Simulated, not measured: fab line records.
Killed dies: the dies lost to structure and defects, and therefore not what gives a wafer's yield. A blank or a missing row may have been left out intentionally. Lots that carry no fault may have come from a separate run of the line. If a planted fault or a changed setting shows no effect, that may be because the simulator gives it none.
fab line records -- flow n5_finfet
record: lots: 11, wafers: 28, last_day: 17
route steps=1938 shown FIN_CUT@166 STI_FIN_REVEAL@184 BEOL_M4@1111 PASSIVATION@1936
lots that met no fault: taken from a fault-free run of the same line
start_h: hours from the record's first day to the start of the lot's first wafer shown -- wait_h: hours elapsed since this lot's preceding step -- " as in the row above -- L1.1+2: a single row standing in for several wafers -- - no value, or no start was given -- * or withheld: withheld -- < > ~ a bound
route shown NAME@n: a module of which the file shows steps, and the number in the route of the first -- usual: mean/standard deviation of fault-free wafers -- same: alike in all rows -- chamber/n: place in a boat -- sites: per-site readings -- _std_site: standard deviation of those values -- _edge_site: inner sites' mean taken away from outer sites' mean -- radius_mm: how far each site lies from the wafer's centre -- mask NAME#n: copy n -- behind: tool/chamber where the wafer was last shaped -- hold: the reason the lot was held/the length of the hold in hours/how it ended -- device: names the non-switching transistor (n, p or np) -- end of line: the same wafers' tests at the end of the route -- a step given without rows: its recipe and nothing more -- killed: dies lost to structure and defects at the first sort, not the wafer's yield -- map: shows each die of a wafer: x if killed, . if not, _ if none is there
set.NAME: the setting as run; set.NAME@STEP: as run at that earlier step -- model.NAME: the simulator's own value behind a step, which no gauge read
the route's steps for a sample of lots (tables are steps, rows are wafers)
services: the hour from which a tool's chamber was out of use, counted from the record's first day as start_h (under 0 if before that day), plus the number of hours and why
== steps ==
step: N5_FIN_CUT_DESCUM_13
recipe: chemistry: O2, time_s: 7, source_power_w: 50, bias_power_w: 20, pressure_mtorr: 20, rf_frequency_hz: 2.712e+07, temp_c: 40, resist: CAR-EUV, o2_flow_sccm: 225
usual: drypump_motor_current_A: 5.8/0.56, oes_product_au: 0.82/0.088, rf_vpp_V: 243.5/1.3, showerhead_plenum_p_Torr: 2.12/0.067, throttle_valve_pct: 20.40/0.24
lot.wafer,tool,chamber,start_h,wait_h,drypump_motor_current_A,oes_product_au,rf_hours_counter_h,rf_vpp_V,showerhead_plenum_p_Torr,throttle_valve_pct
L533.1,rie_diel-01,3,27.06,0.0,5.2,0.91,18,244.0,2.15,20.56
L533.2,rie_diel-01,1,27.06,0.0,5.5,0.94,23,244.9,2.15,19.95
L535.1,rie_diel-04,2,39.23,0.0,6.5,0.78,95,241.5,2.01,20.63
L535.3,rie_diel-04,3,39.23,0.0,5.4,0.70,202,244.1,2.15,20.25
L537.1,rie_diel-04,0,50.61,0.0,6.5,0.72,192,244.7,2.15,20.46
L537.2,rie_diel-04,1,50.61,0.0,5.6,0.82,76,243.8,2.13,20.43
L537.5,rie_diel-04,2,50.61,0.0,6.4,0.77,-,242.1,2.01,20.63
L538.1,rie_diel-01,2,57.21,0.3,5.3,0.68,235,241.8,2.06,20.64
L538.5,rie_diel-01,1,57.21,0.3,5.5,0.93,-,244.0,2.14,19.97
L538.6,rie_diel-01,0,57.21,0.3,6.7,0.94,-,245.4,2.23,20.33
L540.3,rie_diel-05,0,69.36,0.1,5.7,0.83,67,245.0,2.21,20.09
L540.4,rie_diel-05,2,69.36,0.1,5.2,0.77,139,243.5,2.09,20.18
L542.4,rie_diel-01,2,80.89,0.0,5.3,0.68,242,242.2,2.06,20.67
L542.5,rie_diel-01,2,80.89,0.0,5.4,0.68,-,243.2,2.06,20.64
L542.6,rie_diel-01,1,80.89,0.0,5.5,0.92,-,245.1,2.14,20.00
L543.2,rie_diel-01,2,88.71,0.0,5.3,0.67,245,242.9,2.06,20.67
L543.4,rie_diel-01,1,88.71,0.0,5.5,0.91,41,243.0,2.14,20.00
L543.5,rie_diel-01,3,88.71,0.0,5.2,0.87,-,244.5,2.14,20.60
L544.3,rie_diel-01,0,94.39,0.0,6.7,0.91,27,245.1,2.23,20.34
L544.6,rie_diel-01,1,94.39,0.0,5.5,0.90,-,242.7,2.14,20.00
L550.1,rie_diel-05,1,129.46,0.0,5.8,0.75,136,241.3,2.01,20.67
L550.2,rie_diel-05,0,129.46,0.0,5.7,0.81,86,245.4,2.20,20.13
L550.4,rie_diel-05,2,129.46,0.0,5.2,0.76,157,244.2,2.08,20.23
L555.3,rie_diel-04,3,158.85,0.0,5.4,0.68,237,244.8,2.13,20.29
L555.6,rie_diel-04,1,158.85,0.0,5.6,0.79,-,243.2,2.12,20.48
L556.1,rie_diel-05,3,165.68,0.0,6.3,0.81,94,243.3,2.11,20.77
L556.3,rie_diel-05,0,165.68,0.0,5.7,0.80,98,243.8,2.20,20.15
L556.4,rie_diel-05,2,165.68,0.0,5.2,0.75,167,242.7,2.08,20.24
step: N5_STI_FIN_REVEAL_ALD_14
recipe: material: Si3N4, target_thk_a: 30, temp_c: 400, ald_precursor_family: SiH2I2, ald_co_reactant: N2/H2-plasma, pressure_torr: 2
usual: heater_power_w: 822/68, susceptor_temp_C: 400.00/0.24
lot.wafer,tool,chamber,start_h,wait_h,heater_power_w,susceptor_temp_C
L533.1,ald_sin-02,0,28.07,0.0,920,399.92
L533.2,ald_sin-02,2,28.07,0.0,968,399.87
L535.1,ald_sin-04,3,40.38,0.0,705,400.46
L535.3,ald_sin-04,0,40.38,0.0,811,399.93
L537.1,ald_sin-02,0,51.62,0.0,908,399.63
L537.2,ald_sin-02,2,51.62,0.0,955,399.73
L537.5,ald_sin-02,0,51.62,0.0,881,400.02
L538.1,ald_sin-04,2,58.44,0.0,844,400.02
L538.5,ald_sin-04,3,58.44,0.0,693,400.28
L538.6,ald_sin-04,2,58.44,0.0,850,400.31
L540.3,ald_sin-04,3,70.36,0.0,715,399.97
L540.4,ald_sin-04,0,70.36,0.0,789,399.63
L542.4,ald_sin-02,2,81.88,0.0,961,400.02
L542.5,ald_sin-02,1,81.88,0.0,820,399.54
L542.6,ald_sin-02,2,81.88,0.0,942,400.01
L543.2,ald_sin-01,1,89.91,0.0,755,399.92
L543.4,ald_sin-01,2,89.91,0.0,769,399.84
L543.5,ald_sin-01,1,89.91,0.0,778,399.97
L544.3,ald_sin-04,2,96.47,0.0,865,400.09
L544.6,ald_sin-04,1,96.47,0.0,805,400.09
L550.1,ald_sin-04,0,130.46,0.0,820,400.03
L550.2,ald_sin-04,3,130.46,0.0,717,400.24
L550.4,ald_sin-04,1,130.46,0.0,802,399.75
L555.3,ald_sin-02,0,159.85,0.0,905,400.39
L555.6,ald_sin-02,1,159.85,0.0,805,399.99
L556.1,ald_sin-02,0,166.73,0.0,899,399.91
L556.3,ald_sin-02,3,166.73,0.0,822,399.61
L556.4,ald_sin-02,1,166.73,0.0,802,399.60
step: N5_STI_FIN_REVEAL_CMP_04
recipe: stop_on: Si3N4, t_overpolish_s: 4, down_force_psi: 2, platen_rpm: 54.18, post_cmp_clean: alkaline_brush, pad_velocity_m_s: 1.078, target_thk_nm: 131.83
usual: motor_current_A: 8.4/1.2, overpolish_run_s: 4.000/0.0084, time_to_endpoint_s: 102/4
lot.wafer,tool,chamber,start_h,wait_h,motor_current_A,overpolish_run_s,time_to_endpoint_s
L533.1,cmp-01,0,33.11,0.0,10.1,3.992,104
L533.2,cmp-01,3,33.11,0.0,8.7,3.987,99
L535.1,cmp-02,0,46.03,0.0,7.3,3.989,108
L535.3,cmp-02,1,46.03,0.0,9.2,3.988,99
L537.1,cmp-02,0,57.33,0.1,7.0,3.991,106
L537.2,cmp-02,1,57.33,0.1,9.2,3.999,98
L537.5,cmp-02,2,57.33,0.1,8.8,4.006,103
L538.1,cmp-02,1,64.13,0.1,9.3,3.991,96
L538.5,cmp-02,0,64.13,0.1,7.3,4.006,104
L538.6,cmp-02,1,64.13,0.1,9.2,3.990,100
L540.4,cmp-03,0,75.39,0.0,8.2,3.991,100
L540.3,cmp-03,3,75.39,0.0,7.2,3.993,100
L542.4,cmp-02,1,86.94,0.0,9.5,4.014,103
L542.5,cmp-02,1,86.94,0.0,8.8,4.001,99
L542.6,cmp-02,2,86.94,0.0,8.7,4.006,106
L543.4,cmp-01,2,95.02,0.1,8.8,4.007,102
L543.2,cmp-01,3,95.02,0.1,9.4,3.986,100
L543.5,cmp-01,1,95.02,0.1,9.9,3.997,97
L544.3,cmp-03,2,101.62,0.1,7.2,4.014,103
L544.6,cmp-03,0,101.62,0.1,7.8,3.998,105
L550.1,cmp-01,1,135.53,0.1,9.4,4.005,106
L550.2,cmp-01,2,135.53,0.1,8.6,4.006,202
L550.4,cmp-01,3,135.53,0.1,9.0,3.995,107
L555.3,cmp-03,2,164.90,0.0,7.5,3.996,100
L555.6,cmp-03,2,164.90,0.0,7.3,3.995,100
L556.4,cmp-03,2,171.80,0.1,7.2,4.003,104
L556.3,cmp-03,3,171.80,0.1,7.0,4.002,101
L556.1,cmp-03,0,171.80,0.1,8.1,4.001,102
step: N5_STI_FIN_REVEAL_STRIP_24
recipe: chemistry: N2/H2, time_s: 90, power_w: 100, temp_c: 40, pressure_mtorr: 100, rf_frequency_hz: 6e+07, bias_power_w: 3, n2_flow_sccm: 300, h2_flow_sccm: 300
usual: drypump_motor_current_A: 5.8/0.42, oes_product_au: 0.83/0.1, rf_vpp_V: 45.4/0.84, showerhead_plenum_p_Torr: 3.41/0.12, throttle_valve_pct: 12.16/0.3
lot.wafer,tool,chamber,start_h,wait_h,drypump_motor_current_A,oes_product_au,rf_hours_counter_h,rf_vpp_V,showerhead_plenum_p_Torr,throttle_valve_pct
L533.1,rie_diel-03,2,33.84,0.0,5.5,0.70,242,46.7,3.21,12.88
L533.2,rie_diel-03,1,33.84,0.0,5.7,0.70,221,44.8,3.19,12.40
L535.1,rie_diel-02,3,46.60,0.0,4.9,0.89,35,46.2,3.45,11.77
L535.3,rie_diel-02,1,46.60,0.0,5.7,0.72,207,46.0,3.47,12.27
L537.1,rie_diel-03,0,57.93,0.0,6.2,0.88,46,46.3,3.43,12.39
L537.2,rie_diel-03,3,57.93,0.0,5.7,0.97,3,46.1,3.46,11.87
L537.5,rie_diel-03,1,57.93,0.0,5.6,0.69,-,44.5,3.19,12.40
L538.1,rie_diel-02,3,64.84,0.0,4.9,0.87,41,45.4,3.45,11.79
L538.5,rie_diel-02,0,64.84,0.0,6.5,0.71,-,44.1,3.33,12.80
L538.6,rie_diel-02,1,64.84,0.0,5.7,0.72,-,45.1,3.47,12.29
L540.3,rie_diel-03,3,75.98,0.0,5.6,0.93,12,45.7,3.46,11.89
L540.4,rie_diel-03,0,75.98,0.0,6.1,0.88,-,46.1,3.42,12.39
L542.4,rie_diel-03,2,87.60,0.0,5.5,0.99,2,46.9,3.61,12.27
L542.5,rie_diel-03,3,87.60,0.0,5.6,0.90,-,44.4,3.46,11.91
L542.6,rie_diel-03,0,87.60,0.0,6.2,0.86,-,46.2,3.42,12.42
L543.2,rie_diel-03,2,95.57,0.0,5.5,0.97,5,45.8,3.61,12.27
L543.4,rie_diel-03,3,95.57,0.0,5.6,0.89,22,46.0,3.45,11.90
L543.5,rie_diel-03,1,95.57,0.0,5.7,0.67,-,45.3,3.18,12.44
L544.3,rie_diel-03,0,102.16,0.0,6.1,0.85,69,46.0,3.42,12.45
L544.6,rie_diel-03,0,102.16,0.0,6.1,0.86,-,46.0,3.42,12.44
L550.1,rie_diel-06,1,136.08,0.0,6.1,0.79,91,45.1,3.25,12.05
L550.2,rie_diel-06,0,136.08,0.0,6.2,0.87,39,47.7,3.59,11.73
L550.4,rie_diel-06,2,136.08,0.0,5.1,0.91,-,46.8,3.45,11.83
L555.3,rie_diel-03,0,165.49,0.0,6.1,0.83,93,45.0,3.40,12.49
L555.6,rie_diel-03,0,165.49,0.0,6.2,0.83,-,45.2,3.40,12.49
L556.1,rie_diel-02,2,172.34,0.0,5.6,0.67,244,43.6,3.31,12.43
L556.3,rie_diel-02,3,172.34,0.0,4.9,0.81,81,44.5,3.42,11.90
L556.4,rie_diel-02,1,172.34,0.0,5.7,0.68,254,46.3,3.44,12.39
step: N5_BEOL_M4_RC_MEAS_101
usual: DIBL_N: 36.3/1.6, DIBL_P: 36.2/2, IOFF_N: 0.160/0.028, IOFF_P: 0.21/0.036, ION_N: 677/11, ION_P: 465/6.9, SS_N: 71.5/0.55, SS_P: 73.3/0.64, VT_N: 250/3, VT_P: -250/3.5
lot.wafer,tool,chamber,start_h,wait_h,DIBL_N[mV/V],DIBL_P[mV/V],IOFF_N[nA/um],IOFF_P[nA/um],ION_N[uA/um],ION_P[uA/um],SS_N[mV/dec],SS_P[mV/dec],VT_N[mV],VT_P[mV]
L533.1,prober-01,0,164.88,0.0,40.7,40.5,0.246,0.30,688,472,71.9,73.7,243,-246
L533.2,prober-01,0,164.88,0.0,39.1,38.7,0.186,0.25,671,466,72.2,74.2,247,-248
L535.1,prober-01,0,172.22,0.0,32.7,32.0,0.112,0.15,668,454,70.4,72.0,253,-257
L535.3,prober-01,0,172.22,0.0,35.3,35.6,0.149,0.19,671,462,71.5,72.9,249,-253
L537.1,prober-01,0,200.16,0.0,33.3,33.7,0.114,0.15,660,456,70.6,72.6,256,-255
L537.2,prober-01,0,200.16,0.0,34.5,34.8,0.136,0.17,679,470,70.5,72.8,255,-252
L537.5,prober-01,0,200.16,0.0,34.5,33.9,0.139,0.16,669,457,71.2,73.1,252,-254
L538.1,prober-02,0,202.72,0.0,37.8,37.0,0.155,0.22,679,473,71.5,73.6,251,-249
L538.5,prober-02,0,202.72,0.0,38.3,36.7,0.152,0.22,662,469,71.8,73.4,253,-248
L538.6,prober-02,0,202.72,0.0,40.5,40.7,0.222,0.30,699,477,72.4,74.5,246,-244
L540.3,prober-01,0,209.69,0.3,37.7,40.4,0.219,0.27,702,478,71.6,74.7,243,-248
L540.4,prober-01,0,209.69,0.3,35.0,36.8,0.160,0.20,675,459,71.2,72.7,250,-252
L542.4,prober-01,0,231.14,0.5,37.8,38.9,0.187,0.29,684,478,71.4,73.6,246,-243
L542.5,prober-01,0,231.14,0.5,38.0,39.1,0.190,0.29,688,479,72.1,73.4,248,-243
L542.6,prober-01,0,231.14,0.5,37.6,38.2,0.177,0.27,673,469,71.1,73.6,248,-244
L544.3,prober-01,0,235.44,0.3,38.4,39.4,0.207,0.26,691,466,71.6,74.6,246,-249
L544.6,prober-01,0,235.44,0.3,36.8,37.8,0.172,0.22,670,456,71.4,74.6,249,-252
L543.2,prober-01,0,238.57,0.2,35.6,36.5,0.143,0.18,679,462,71.3,73.0,252,-257
L543.4,prober-01,0,238.57,0.2,36.8,39.4,0.181,0.22,694,470,72.5,73.3,249,-252
L543.5,prober-01,0,238.57,0.2,35.2,38.0,0.152,0.20,671,458,72.0,72.7,250,-255
L550.1,prober-02,0,276.75,0.0,34.3,35.0,0.128,0.18,662,465,71.2,72.5,253,-251
L550.2,prober-02,0,276.75,0.0,33.1,34.0,0.112,0.17,660,458,71.3,72.6,255,-252
L550.4,prober-02,0,276.75,0.0,35.6,37.1,0.155,0.21,689,472,71.4,73.0,249,-252
L555.3,prober-01,0,306.05,0.3,36.7,35.4,0.172,0.21,682,463,71.5,73.3,247,-250
L555.6,prober-01,0,306.05,0.3,35.5,34.4,0.151,0.20,684,465,71.0,73.7,246,-248
L556.1,prober-02,0,309.49,0.0,36.5,36.4,0.155,0.19,671,453,72.0,73.5,250,-254
L556.3,prober-02,0,309.49,0.0,35.6,35.2,0.144,0.16,678,456,71.4,73.4,251,-257
L556.4,prober-02,0,309.49,0.0,36.0,35.8,0.139,0.17,670,452,71.6,73.5,249,-253
step: N5_PASSIVATION_PROBE_49
usual: defect_limited_yield: 91.2/1.5, killed_at_M0_to_M3: 36/10, killed_at_M4_up: 13/6, killed_at_contacts: 11/5.2, killed_at_front_end: 40/11, killed_at_other: 3.1/2.9, killed_dies: 104/17, killed_on_rim: 14/3.6, killed_open: 66/12, killed_short: 34/7.7, sort_bin_5_function: 5.1/0.91, sort_bin_6_memory: 3.2/0.67, sort_n_pass: 1076/17, sort_yield_pct: 91.2/1.5
same: gross_dies: 1180, killed_at_back_side: 0, sort_bin_4_leakage[%]: 0, sort_bin_8_speed[%]: 0
lot.wafer,tool,chamber,start_h,wait_h,defect_limited_yield[%],killed_at_M0_to_M3,killed_at_M4_up,killed_at_contacts,killed_at_front_end,killed_at_other,killed_dies,killed_on_rim,killed_open,killed_short,sort_bin_5_function[%],sort_bin_6_memory[%],sort_n_pass,sort_yield_pct[%]
L543.2,prober-02,-,340.00,0.1,90.8,40,9,7,53,0,109,20,73,29,6.4,2.5,1071,90.8
L543.4,prober-02,-,340.10,0.2,91.7,38,7,15,38,0,98,12,60,33,4.8,3.1,1082,91.7
L543.5,prober-02,-,340.15,0.2,93.3,34,4,7,30,4,79,8,52,26,3.6,2.8,1101,93.3
L544.3,prober-02,-,344.61,0.1,90.7,32,14,25,37,2,110,20,71,36,6.0,3.1,1070,90.7
L544.6,prober-02,-,344.76,0.3,92.8,28,10,13,32,2,85,11,50,33,4.9,2.0,1095,92.8
L550.1,prober-01,-,374.69,0.0,87.1,60,15,17,59,1,152,21,103,42,7.8,4.2,1028,87.1
L550.2,prober-01,-,374.74,0.1,90.3,56,11,5,42,0,114,15,82,31,5.6,3.6,1066,90.3
L550.4,prober-01,-,374.84,0.2,89.2,45,11,6,57,8,127,17,86,39,6.3,4.2,1053,89.2
killed by level:class
L543.2 DUMMY_GATE:geometric_particle:open=10 GATE_CUT:geometric_particle:short=10 BEOL_M1:geometric_particle:open=10 BEOL_M3:geometric_particle:open=9 BEOL_M0_SAQP:geometric_particle:open=8 STI_FIN_REVEAL:geometric_particle:open=7 FIN_SAQP:geometric_particle:open=6 MOL_CONTACT_COAG:geometric_particle:open=6
L543.4 MOL_CONTACT_COAG:geometric_particle:open=9 DUMMY_GATE:geometric_particle:open=8 STI_FIN_REVEAL:geometric_particle:open=7 BEOL_M0_SAQP:geometric_particle:short=7 BEOL_M2:geometric_particle:open=6 GATE_CUT:geometric_particle:short=5 BEOL_M0:geometric_particle:open=5 BEOL_M3:geometric_particle:open=5
L543.5 BEOL_M1:geometric_particle:open=8 BEOL_M2:geometric_particle:open=8 MOL_CONTACT_COAG:geometric_particle:open=6 STI_FIN_REVEAL:geometric_particle:open=5 DUMMY_GATE:geometric_particle:open=5 GATE_CUT:geometric_particle:short=5 FIN_SAQP:geometric_particle:open=4 BEOL_M1:geometric_particle:short=4
L544.3 MOL_CONTACT_COAG:geometric_particle:open=15 BEOL_M0_SAQP:geometric_particle:short=10 FIN_SAQP:geometric_particle:open=9 MOL_CONTACT_COAG:geometric_particle:short=9 FIN_SAQP:geometric_particle:short=7 BEOL_M0_SAQP:geometric_particle:open=7 BEOL_M3:geometric_particle:open=6 BEOL_M2:geometric_particle:open=5
L544.6 BEOL_M0_SAQP:geometric_particle:short=9 STI_FIN_REVEAL:geometric_particle:open=8 MOL_CONTACT_COAG:geometric_particle:open=8 BEOL_M4:geometric_particle:open=8 BEOL_M1:geometric_particle:open=6 STARTING-WAFER:geometric_particle:short=5 MOL_CONTACT_COAG:geometric_particle:short=4 BEOL_M0_SAQP:geometric_particle:open=4
L550.1 BEOL_M2:geometric_particle:open=16 STI_FIN_REVEAL:geometric_particle:open=15 MOL_CONTACT_COAG:geometric_particle:open=13 FIN_SAQP:geometric_particle:open=11 BEOL_M0_SAQP:geometric_particle:short=11 DUMMY_GATE:geometric_particle:open=9 BEOL_M3:geometric_particle:open=9 BEOL_M4:geometric_particle:open=7
L550.2 BEOL_M3:geometric_particle:open=13 BEOL_M2:geometric_particle:open=12 STI_FIN_REVEAL:geometric_particle:open=11 BEOL_M0_SAQP:geometric_particle:open=10 BEOL_M0_SAQP:geometric_particle:short=8 BEOL_M1:geometric_particle:open=8 FIN_SAQP:geometric_particle:short=6 STI_FIN_REVEAL:geometric_particle:short=6
L550.4 BEOL_M1:geometric_particle:open=14 STI_FIN_REVEAL:geometric_particle:open=13 FIN_SAQP:geometric_particle:open=12 BEOL_M3:geometric_particle:open=10 STI_FIN_REVEAL:geometric_particle:short=7 DUMMY_GATE:geometric_particle:open=6 BEOL_M0_SAQP:geometric_particle:short=6 STARTING-WAFER:geometric_particle:short=6
== services ==
tool,chamber,start_h,hours,kind
cmp-01,-,4.60,3.5,repair
rie_diel-03,1,4.90,2.0,repair
rie_diel-01,0,5.88,2.0,repair
rie_diel-06,-,13.91,0.5,repair
rie_diel-03,0,14.41,13.1,repair
cmp-03,-,25.54,1.7,repair
ald_sin-01,3,28.37,5.3,repair
cmp-01,-,48.18,0.9,repair
rie_diel-06,2,52.54,19.3,repair
cmp-03,-,60.29,2.4,repair
cmp-01,-,65.03,13.5,pm
rie_diel-03,-,65.45,0.9,repair
cmp-01,-,78.53,5.9,pm
rie_diel-02,-,84.41,2.8,pm
ald_sin-02,-,85.25,14.0,pm
rie_diel-06,1,86.68,6.4,repair
cmp-03,-,92.18,1.3,repair
rie_diel-05,1,95.99,7.9,repair
cmp-03,-,96.87,0.2,repair
rie_diel-01,3,108.65,45.3,repair
ald_sin-04,-,117.96,2.8,pm
cmp-03,-,121.05,4.0,pm
rie_diel-05,0,121.56,1.7,repair
cmp-03,-,158.33,3.9,pm
== key ==
first_sign: step: N5_STI_FIN_REVEAL_CMP_04, reading: time_to_endpoint_s, direction: up, sigmas: 25, usual: *, struck: *
effect none on later readings
met_at N5_STI_FIN_REVEAL_CMP_04
struck_lots L550
struck_wafers L550.2
not_acting_at N5_FIN_CUT_DESCUM_13,N5_STI_FIN_REVEAL_ALD_14,N5_STI_FIN_REVEAL_STRIP_24
onset_between 95.02 135.53
fault: kind: process_parameter_drift, tool: cmp-01, chamber: -, onset_h: 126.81, steps: N5_STI_FIN_REVEAL_CMP_04, channel: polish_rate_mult, offset: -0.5, shape: step, end_h: 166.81, scope: struck_wafers_only
